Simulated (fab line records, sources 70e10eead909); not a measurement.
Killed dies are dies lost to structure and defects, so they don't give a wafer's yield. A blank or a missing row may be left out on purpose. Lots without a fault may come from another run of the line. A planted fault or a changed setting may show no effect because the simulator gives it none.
Chamber matching | flow nand_harc | NHARC_A_CHANNEL_FILL_D2_CMP_10 on cmp-02: 4 sister chambers
The step polishes, target thk 150 nm. 18 wafers are shown with their chamber, then 9 later ones without.

WAFERS WITH THEIR CHAMBER
wafer  | chamber | motor_current_A (A) | time_to_endpoint_s (s) | slurry_filter_dp_kPa (kPa)
L075.1 | 2       | 12.2                | 12                     | 13.59
L075.2 | 0       | 11.7                | 11                     | 13.50
L075.5 | 0       | 11.5                | 10                     | 13.30
L074.1 | 2       | 11.6                | 10                     | 13.45
L074.4 | 3       | 13.7                | 10                     | 13.69
L074.6 | 2       | 12.4                | 13                     | 13.44
L077.2 | 2       | 11.5                | 9                      | 13.45
L077.3 | 3       | 13.6                | 9                      | 13.55
L077.6 | 3       | 13.0                | 11                     | 13.81
L078.1 | 0       | 11.5                | 12                     | 13.48
L078.3 | 3       | 13.4                | 10                     | 13.36
L078.6 | 3       | 13.6                | 9                      | 13.52
L081.2 | 3       | 14.0                | 11                     | 13.77
L081.3 | 0       | 12.3                | 14                     | 13.43
L081.4 | 1       | 12.4                | 13                     | 13.52
L086.1 | 0       | 12.1                | 11                     | 13.51
L086.2 | 2       | 11.9                | 11                     | 13.45
L086.6 | 0       | 11.8                | 11                     | 13.51

SIGNATURES (means of the wafers above)
reading              | chamber 0 | chamber 1 | chamber 2 | chamber 3 | scatter within a chamber
motor_current_A      | 11.817    | 12.400    | 11.920    | 13.550    | 0.346
time_to_endpoint_s   | 11.50     | 13.00     | 11.00     | 10.00     | 1.3
slurry_filter_dp_kPa | 13.4550   | 13.5200   | 13.4760   | 13.6167   | 0.118
Rule: a wafer's distance from a chamber is the root of the sum, over the readings, of the square of ((its reading less the chamber's mean) divided by the reading's scatter). The wafer belongs to the nearest chamber; if the next one is less than 2 further off, it can't be placed. The scatter: the root of (the sum of the squares of (reading less its chamber's mean) over the shown wafers, divided by (wafers less chambers)).

WAFERS WITHOUT THEIR CHAMBER
wafer  | motor_current_A (A) | time_to_endpoint_s (s) | slurry_filter_dp_kPa (kPa)
L089.2 | 12.3                | 9                      | 13.39
L089.3 | 12.4                | 6                      | 13.40
L089.4 | 12.0                | 9                      | 13.45
L094.2 | 13.2                | 10                     | 13.64
L094.4 | 12.2                | 13                     | 13.27
L094.5 | 11.7                | 13                     | 13.29
L096.3 | 12.5                | 14                     | 13.40
L096.5 | 11.7                | 13                     | 13.45
L096.6 | 12.0                | 11                     | 13.53

WHICH CHAMBER EACH WENT THROUGH
wafer  | from the rows above               | in truth
L089.2 | can't be placed: 2 or 0 or 1      | 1
L089.3 | can't be placed: 2 or 0 or 3 or 1 | 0
L089.4 | can't be placed: 2 or 0 or 1      | 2
L094.2 | 3                                 | 3
L094.4 | can't be placed: 1 or 0 or 2      | 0
L094.5 | can't be placed: 0 or 2 or 1      | 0
L096.3 | can't be placed: 1 or 0 or 2      | 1
L096.5 | can't be placed: 0 or 2 or 1      | 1
L096.6 | can't be placed: 2 or 0 or 1      | 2
Placed correctly: 1 of 9. Can't be placed from these rows: 8 (the true chamber is among the candidates in 8). Placed wrongly: 0.
